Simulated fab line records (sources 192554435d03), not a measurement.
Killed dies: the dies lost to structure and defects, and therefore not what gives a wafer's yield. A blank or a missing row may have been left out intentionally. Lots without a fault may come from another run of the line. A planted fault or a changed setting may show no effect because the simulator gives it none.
Split-lot experiment || flow n5 finfet || on a route of 1938 steps: 7 lots, 21 wafers read

== SPLIT DETAILS ==
At N5_BEOL_M4_DESCUM_33 (chemistry O2, time 7 s), the setting time s was moved away from the recipe's 7 s on 8 of the 21 wafers read, by +6.6% to +20.7%. All remaining wafers had this setting at the recipe value.

== FROM THE SPLIT TO THE READING: what the file shows between them, 3 steps ==
- N5_BEOL_M4_ETCH_77: etches underlayer in N2/H2, target depth 6.5 nm, time 5.2 s
- N5_BEOL_M4_ETCH_69: etches SiARC in CF4, target depth 15.6 nm, time 26 s
- N5_BEOL_M4_ALD_98: deposits SiO2, target thk 2.5 nm, pulse time 1 s, co reactant pulse time 1 s

== THE READING ==
CAR-EUV_of_BEOL_M4_COAT_22.thk nm (the simulator's own value, which no gauge read), in nm, at N5_BEOL_M4_ETCHBACK_99 (etches SiO2 in CHF3, target depth 5 nm, time 10.4 s). The file gives no usual value for it. Across the 13 wafers here that went through the recipe, the average is 10.4 nm and the standard deviation 0.072 nm.

{"wafer": "L074.3", "tool, chamber at the split": "rie diel-03, 3", "time s as run, s": 7.765, "against the recipe": "+10.9%", "CAR-EUV_of_BEOL_M4_COAT_22.thk nm, nm": 10, "against lot-mates on the recipe": -0.4}
{"wafer": "L074.5", "tool, chamber at the split": "rie diel-03, 1,3", "time s as run, s": 7, "against the recipe": "recipe", "CAR-EUV_of_BEOL_M4_COAT_22.thk nm, nm": 10.4, "against lot-mates on the recipe": "-"}
{"wafer": "L074.6", "tool, chamber at the split": "rie diel-03, 1,3", "time s as run, s": 7, "against the recipe": "recipe", "CAR-EUV_of_BEOL_M4_COAT_22.thk nm, nm": 10.4, "against lot-mates on the recipe": "-"}
{"wafer": "L078.1", "tool, chamber at the split": "rie diel-01, 3", "time s as run, s": 8.45, "against the recipe": "+20.7%", "CAR-EUV_of_BEOL_M4_COAT_22.thk nm, nm": 9.6, "against lot-mates on the recipe": -0.8}
{"wafer": "L078.2", "tool, chamber at the split": "rie diel-01, 0", "time s as run, s": 7, "against the recipe": "recipe", "CAR-EUV_of_BEOL_M4_COAT_22.thk nm, nm": 10.4, "against lot-mates on the recipe": "-"}
{"wafer": "L078.4", "tool, chamber at the split": "rie diel-01, 1", "time s as run, s": 8.45, "against the recipe": "+20.7%", "CAR-EUV_of_BEOL_M4_COAT_22.thk nm, nm": 9.8, "against lot-mates on the recipe": -0.6}
{"wafer": "L082.4", "tool, chamber at the split": "rie diel-03, 3,0", "time s as run, s": 7.459, "against the recipe": "+6.6%", "CAR-EUV_of_BEOL_M4_COAT_22.thk nm, nm": 10.2, "against lot-mates on the recipe": -0.2}
{"wafer": "L082.5", "tool, chamber at the split": "rie diel-03, 3,0", "time s as run, s": 7.459, "against the recipe": "+6.6%", "CAR-EUV_of_BEOL_M4_COAT_22.thk nm, nm": 10.2, "against lot-mates on the recipe": -0.2}
{"wafer": "L082.6", "tool, chamber at the split": "rie diel-03, 1", "time s as run, s": 7, "against the recipe": "recipe", "CAR-EUV_of_BEOL_M4_COAT_22.thk nm, nm": 10.4, "against lot-mates on the recipe": "-"}
{"wafer": "L084.1", "tool, chamber at the split": "rie diel-01, 0", "time s as run, s": 7, "against the recipe": "recipe", "CAR-EUV_of_BEOL_M4_COAT_22.thk nm, nm": 10.4, "against lot-mates on the recipe": "-"}
{"wafer": "L084.6", "tool, chamber at the split": "rie diel-01, 0", "time s as run, s": 7, "against the recipe": "recipe", "CAR-EUV_of_BEOL_M4_COAT_22.thk nm, nm": 10.4, "against lot-mates on the recipe": "-"}
{"wafer": "L084.4", "tool, chamber at the split": "rie diel-01, 1", "time s as run, s": 8.36, "against the recipe": "+19.4%", "CAR-EUV_of_BEOL_M4_COAT_22.thk nm, nm": 9.6, "against lot-mates on the recipe": -0.8}
{"wafer": "L089.1", "tool, chamber at the split": "rie diel-05, 2,3", "time s as run, s": 7, "against the recipe": "recipe", "CAR-EUV_of_BEOL_M4_COAT_22.thk nm, nm": 10.4, "against lot-mates on the recipe": "-"}
{"wafer": "L089.4", "tool, chamber at the split": "rie diel-05, 2,3", "time s as run, s": 7, "against the recipe": "recipe", "CAR-EUV_of_BEOL_M4_COAT_22.thk nm, nm": 10.4, "against lot-mates on the recipe": "-"}
{"wafer": "L089.5", "tool, chamber at the split": "rie diel-05, 2", "time s as run, s": 7, "against the recipe": "recipe", "CAR-EUV_of_BEOL_M4_COAT_22.thk nm, nm": 10.6, "against lot-mates on the recipe": "-"}
{"wafer": "L092.2", "tool, chamber at the split": "rie diel-01, 2,3", "time s as run, s": 7, "against the recipe": "recipe", "CAR-EUV_of_BEOL_M4_COAT_22.thk nm, nm": 10.4, "against lot-mates on the recipe": "-"}
{"wafer": "L092.3", "tool, chamber at the split": "rie diel-01, 2,3", "time s as run, s": 7, "against the recipe": "recipe", "CAR-EUV_of_BEOL_M4_COAT_22.thk nm, nm": 10.4, "against lot-mates on the recipe": "-"}
{"wafer": "L092.6", "tool, chamber at the split": "rie diel-01, 3", "time s as run, s": 8.17, "against the recipe": "+16.7%", "CAR-EUV_of_BEOL_M4_COAT_22.thk nm, nm": 9.8, "against lot-mates on the recipe": -0.6}
{"wafer": "L097.1", "tool, chamber at the split": "rie diel-05, 0", "time s as run, s": 8.221, "against the recipe": "+17.4%", "CAR-EUV_of_BEOL_M4_COAT_22.thk nm, nm": 9.8, "against lot-mates on the recipe": -0.7}
{"wafer": "L097.3", "tool, chamber at the split": "rie diel-05, 1,0", "time s as run, s": 7, "against the recipe": "recipe", "CAR-EUV_of_BEOL_M4_COAT_22.thk nm, nm": 10.6, "against lot-mates on the recipe": "-"}
{"wafer": "L097.6", "tool, chamber at the split": "rie diel-05, 1,0", "time s as run, s": 7, "against the recipe": "recipe", "CAR-EUV_of_BEOL_M4_COAT_22.thk nm, nm": 10.4, "against lot-mates on the recipe": "-"}
If several chambers appear in one row, that row covers several wafers at once and the file leaves open which wafer was in which chamber.

THE FIT
A straight line over all 21 wafers: CAR-EUV_of_BEOL_M4_COAT_22.thk nm changes by -0.0374 nm for each +1% of time s; r = -0.97; the points scatter about the line by 0.074 nm.
The same after taking each lot's own level away (the mean of its wafers on the recipe; 21 wafers): -0.0366 nm for each +1%; r = -0.98; scatter 0.068 nm.
The reading moves by 0.76 nm for the largest change in time s, on that fit.
From 10.40 to 10.50 nm: that is the span of the lots' own levels, equal to 1.4 times the standard deviation above.
Consequently the slope shifts little with the lot-to-lot level, the two slopes agreeing.
Check: -0.743 nm against its lot-mates is what the line predicts for one of the wafers moved furthest among these (+20.7%) when that wafer is left out of the fit. Against them it came out at -0.8 nm.

== THESE WAFERS: OTHER SPLITS ==
Other splits were also applied to these wafers ahead of the reading. Each is held against what the fit with the lots' levels taken away leaves over:
{"other split on the same wafers": "N5_BEOL_M3_EXPOSE_08 dose mj", "wafers away from the commonest value": 6, "r with CAR-EUV_of_BEOL_M4_COAT_22.thk nm (lot level and that fit taken away)": -0.14}
{"other split on the same wafers": "N5_BEOL_M3_EXPOSE_25 dose mj", "wafers away from the commonest value": 6, "r with CAR-EUV_of_BEOL_M4_COAT_22.thk nm (lot level and that fit taken away)": "+0.16"}

== THE WHOLE CHAIN: every reading that the file lists as answering this split, in the file's order ==
{"step": "N5_BEOL_M4_DESCUM_33", "what it does": "chemistry O2, time 7 s", "reading": "CAR-EUV_of_BEOL_M4_COAT_22.thk nm (the simulator's own value, which no gauge read)", "change (the file's fit)": "-0.0401 nm for each +1% of the setting", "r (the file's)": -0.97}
{"step": "N5_BEOL_M4_ETCH_77", "what it does": "etches underlayer in N2/H2, target depth 6.5 nm, time 5.2 s", "reading": "CAR-EUV_of_BEOL_M4_COAT_22.thk nm (the simulator's own value, which no gauge read)", "change (the file's fit)": "-0.0393 nm for each +1% of the setting", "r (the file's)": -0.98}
{"step": "N5_BEOL_M4_ETCH_69", "what it does": "etches SiARC in CF4, target depth 15.6 nm, time 26 s", "reading": "CAR-EUV_of_BEOL_M4_COAT_22.thk nm (the simulator's own value, which no gauge read)", "change (the file's fit)": "-0.0384 nm for each +1% of the setting", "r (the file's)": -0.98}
{"step": "N5_BEOL_M4_ETCHBACK_99", "what it does": "etches SiO2 in CHF3, target depth 5 nm, time 10.4 s", "reading": "CAR-EUV_of_BEOL_M4_COAT_22.thk nm (the simulator's own value, which no gauge read)", "change (the file's fit)": "-0.0373 nm for each +1% of the setting", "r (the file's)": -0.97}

== THE FILE'S OWN FIT ==
CAR-EUV_of_BEOL_M4_COAT_22.thk nm changes by -0.0373 nm for each +1% of time s, r = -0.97.
